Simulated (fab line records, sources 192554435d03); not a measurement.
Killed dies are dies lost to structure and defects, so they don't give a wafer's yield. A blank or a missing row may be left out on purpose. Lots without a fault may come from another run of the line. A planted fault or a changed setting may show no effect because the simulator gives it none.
Chamber matching | flow n5_finfet | N5_BEOL_M0_SAQP_STRIP_75 on rie_diel-01: 4 sister chambers
The step strips in CF4. 8 wafers are shown with their chamber, then 8 later ones without.

WAFERS WITH THEIR CHAMBER
wafer  | chamber | drypump_motor_current_A (A) | showerhead_plenum_p_Torr (Torr)
L075.6 | 0       | 5.7                         | 1.78
L078.1 | 0       | 5.6                         | 1.78
L089.1 | 3       | 5.4                         | 1.79
L089.2 | 2       | 6.3                         | 1.74
L090.2 | 1       | 5.5                         | 1.78
L090.4 | 2       | 6.3                         | 1.74
L090.6 | 3       | 5.4                         | 1.79
L094.2 | 1       | 5.5                         | 1.77

WAFERS WITHOUT THEIR CHAMBER
wafer  | drypump_motor_current_A (A) | showerhead_plenum_p_Torr (Torr)
L094.3 | 5.4                         | 1.79
L094.5 | 5.5                         | 1.77
L096.2 | 5.4                         | 1.79
L096.3 | 5.4                         | 1.77
L096.6 | 6.3                         | 1.74
L097.1 | 5.7                         | 1.78
L097.3 | 5.4                         | 1.79
L097.6 | 6.3                         | 1.74

WHICH CHAMBER EACH WENT THROUGH
wafer  | from the rows above | in truth
L094.3 | 3                   | 3
L094.5 | 1                   | 1
L096.2 | 3                   | 3
L096.3 | 1                   | 1
L096.6 | 2                   | 2
L097.1 | 0                   | 0
L097.3 | 3                   | 3
L097.6 | 2                   | 2
Placed correctly: 8 of 8. Can't be placed from these rows: 0. Placed wrongly: 0.
How it was worked out, from the rows above alone: a wafer's distance from a chamber is the root of the sum, over the readings, of the square of ((its reading less the chamber's mean) divided by the reading's scatter). The wafer belongs to the nearest chamber; if the next one is less than 2 further off, it can't be placed. A chamber's mean is the mean of its shown wafers. The scatter: the root of (the sum of the squares of (reading less its chamber's mean) over the shown wafers, divided by (wafers less chambers)).
